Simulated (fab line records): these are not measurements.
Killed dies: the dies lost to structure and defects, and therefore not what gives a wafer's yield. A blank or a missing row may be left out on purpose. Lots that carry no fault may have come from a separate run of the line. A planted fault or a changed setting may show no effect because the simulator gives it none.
Which tool was responsible? ; flow n5_finfet ; Sampling: 9 lots, 27 wafers, 4 of 1938 route steps

## WHAT THE GAUGES SHOWED, per wafer
N5_MOL_CONTACT_COAG_OVL_MEAS_85.
lot;measured;on;VG_OVL (nm)
L982;day 5 04:08;overlay-01;1.0 -0.2 -0.1
L986;day 6 04:17;overlay-02;0.3 0.9 -0.1
L987;day 6 08:40;overlay-02;-0.7 0.8 0.2
L989;day 6 22:56;overlay-02;-1.0 0.0 -0.6
L996;day 8 16:09;overlay-02;12.0 12.4 12.4
L997;day 8 22:43;overlay-02;12.1 11.4 11.9
L998;day 9 03:56;overlay-01;-1.0 -1.3 -0.1
L999;day 9 08:08;overlay-02;-0.6 -0.1 0.2
L105;day 11 01:01;overlay-02;-0.9 -1.7 -0.6

## TOOL THAT RAN EACH LOT (tool first, then ch and the chambers of the sampled wafers, then the start)
lot;N5_MOL_CONTACT_COAG_ALD_20;N5_MOL_CONTACT_COAG_CO_FILL_22;N5_MOL_CONTACT_COAG_EXPOSE_81
L982;ald_metal-02 ch 1,2, day 4 19:01;cvd_co-02 ch 0,1,2, day 4 20:44;euv_scanner-01 ch 0, day 5 03:58
L986;ald_metal-04 ch 0,1,3, day 5 20:34;cvd_co-01 ch 0,2, day 5 21:22;euv_scanner-02 ch 0, day 6 04:07
L987;ald_metal-04 ch 0,1,3, day 6 00:21;cvd_co-02 ch 0,1,2, day 6 01:12;euv_scanner-01 ch 0, day 6 08:29
L989;ald_metal-01 ch 0,2,3, day 6 12:03;cvd_co-02 ch 1,2, day 6 12:59;euv_scanner-02 ch 0, day 6 22:45
L996;ald_metal-02 ch 0,3, day 8 07:58;cvd_co-02 ch 1,2, day 8 09:20;euv_scanner-01 ch 0, day 8 15:59
L997;ald_metal-02 ch 1,2, day 8 14:06;cvd_co-01 ch 0,1,2, day 8 15:24;euv_scanner-01 ch 0, day 8 22:33
L998;ald_metal-01 ch 0,1, day 8 18:35;cvd_co-02 ch 0,1, day 8 19:31;euv_scanner-02 ch 0, day 9 03:46
L999;ald_metal-02 ch 0,1, day 9 01:08;cvd_co-01 ch 0,1, day 9 02:16;euv_scanner-02 ch 0, day 9 07:58
L105;ald_metal-02 ch 1,2,3, day 10 15:32;cvd_co-01 ch 0,1,2, day 10 18:37;euv_scanner-02 ch 0, day 11 00:50
- N5_MOL_CONTACT_COAG_ALD_20: deposits TiN, target thk 1.5 nm, pulse time 1 s, purge time 3 s.
- N5_MOL_CONTACT_COAG_CO_FILL_22: material Co, precursor CCTBA/H2, target thk 20 nm.
- N5_MOL_CONTACT_COAG_EXPOSE_81: exposes mask VG, defocus 0 nm.

## THE ANSWER, worked out from the rows above alone
Rule: the usual values come from the lots themselves. The widest of any qualifying gaps counts: lots, ordered by their means at a reading, are off when they make up no more than a third of the lots, leave a main group of 4 or more, and stand apart from it by 3 or more times the standard deviation of that group's means. If all means in a main group match to the digits the tables above print for the reading, that group is not used. Also off: a lot with no number at a reading for which 4 or more lots have one. The other lots that the step has rows for count as sound.
Off: L996, L997, at N5_MOL_CONTACT_COAG_OVL_MEAS_85 (VG_OVL). The main group has a mean of -0.3 nm with a standard deviation of 0.51.
If a tool, at a process step before that reading, ran all the lots that are off and no sound lot after the first of them, it fits. The gauges at N5_MOL_CONTACT_COAG_OVL_MEAS_85 are tried like those tools. One candidate fits, namely euv_scanner-01 at N5_MOL_CONTACT_COAG_EXPOSE_81. A fault onset in the window from L987 (day 6 08:29, its last sound lot) to L996 (day 8 15:59, its first lot off) fits.

## WHAT HAD BEEN PUT IN BY THE SIMULATOR
Scanner matching overlay: euv_scanner-01, from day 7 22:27 on, at N5_MOL_CONTACT_COAG_EXPOSE_81. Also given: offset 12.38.
Struck lots among those shown: L996, L997. The same result came from the rule above.
